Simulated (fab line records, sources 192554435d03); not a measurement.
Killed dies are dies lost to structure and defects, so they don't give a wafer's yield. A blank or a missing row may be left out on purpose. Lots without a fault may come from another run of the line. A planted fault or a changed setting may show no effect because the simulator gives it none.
One fault seen from 2 desks | flow n5_finfet | each desk has only its own numbers; what lay behind them comes last

THE TOOL OWNER'S DESK: pvd_sputter-03
The tool's own readings at N5_BEOL_M11_HM_DEP_02 (deposits TiN, target thk 20 nm): means of the sampled wafers that have a number, for each lot that ran on this tool. A lot is out of limits, marked OUT, if its mean lies more than 4 standard deviations from the usual mean; the brackets give that distance.
Columns: A = throttle_valve_pct at N5_BEOL_M11_HM_DEP_02, usual 29.8 %
lot  | first seen here | A
L644 | day 12 01:54    | 30.0
L655 | day 14 17:41    | 30.3
This desk's finding: nothing out of limits on any of the 2 lots.

THE METROLOGY DESK
What the gauges read, lot by lot, whatever tool the lot ran on: means of the sampled wafers that have a number. A lot is out of limits, marked OUT, if its mean lies more than 4 standard deviations from the usual mean; the brackets give that distance. Of its 11 readings 7 are shown: the one that was out of limits first, and those that lie furthest out on some lot.
Columns: A = IOFF_N at N5_BEOL_M4_RC_MEAS_101, usual 0.16 nA/um; B = IOFF_P at N5_BEOL_M4_RC_MEAS_101, usual 0.21 nA/um; C = ION_N at N5_BEOL_M4_RC_MEAS_101, usual 671 uA/um; D = SS_P at N5_BEOL_M4_RC_MEAS_101, usual 73.2 mV/dec; E = VT_N at N5_BEOL_M4_RC_MEAS_101, usual 250 mV; F = VT_P at N5_BEOL_M4_RC_MEAS_101, usual -251 mV; G = trench_depth_nm at N5_BEOL_M11_OCD_MEAS_38, usual 148 nm
lot  | first seen here | A    | B    | C   | D    | E   | F    | G
L637 | day 7 18:34     | 0.16 | 0.19 | 665 | 73.1 | 248 | -254 | 152
L638 | day 7 22:47     | 0.14 | 0.18 | 667 | 72.9 | 252 | -254 | 148
L639 | day 8 14:56     | 0.21 | 0.26 | 684 | 74.2 | 243 | -247 | 154
L641 | day 8 17:10     | 0.14 | 0.19 | 671 | 72.9 | 252 | -252 | 149
L644 | day 9 14:58     | 0.13 | 0.15 | 665 | 72.8 | 252 | -256 | 149
L645 | day 10 01:07    | 0.16 | 0.20 | 674 | 73.8 | 250 | -252 | 148
L655 | day 12 10:28    | 0.22 | 0.28 | 691 | 74.2 | 244 | -246 | 127 (-6.3) OUT
L657 | day 12 19:54    | 0.16 | 0.23 | 671 | 73.7 | 249 | -248 | 147
L659 | day 13 12:14    | 0.13 | 0.18 | 664 | 72.8 | 255 | -252 | 146
L660 | day 13 12:32    | 0.14 | 0.19 | 668 | 73.2 | 252 | -252 | 146
This desk's finding: out of limits on L655; first on L655, day 14 21:29 (trench_depth_nm at N5_BEOL_M11_OCD_MEAS_38). In limits: L637, L638, L639, L641, L644, L645, L657, L659, L660.

PUT TOGETHER
The metrology desk could have raised an alarm at day 14 21:29, on L655.
The tool owner's desk saw nothing out of limits.
The tool owner's desk has L655 on record, within its limits.
Of the lots named, all ran N5_BEOL_M11_HM_DEP_02 on pvd_sputter-03.

WHAT THE SIMULATOR HAD PUT IN
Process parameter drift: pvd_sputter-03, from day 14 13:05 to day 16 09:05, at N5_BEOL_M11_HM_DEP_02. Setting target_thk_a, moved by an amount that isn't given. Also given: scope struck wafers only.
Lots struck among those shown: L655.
Hours from the fault's start to each desk's first reading out of limits: the metrology desk, 8.
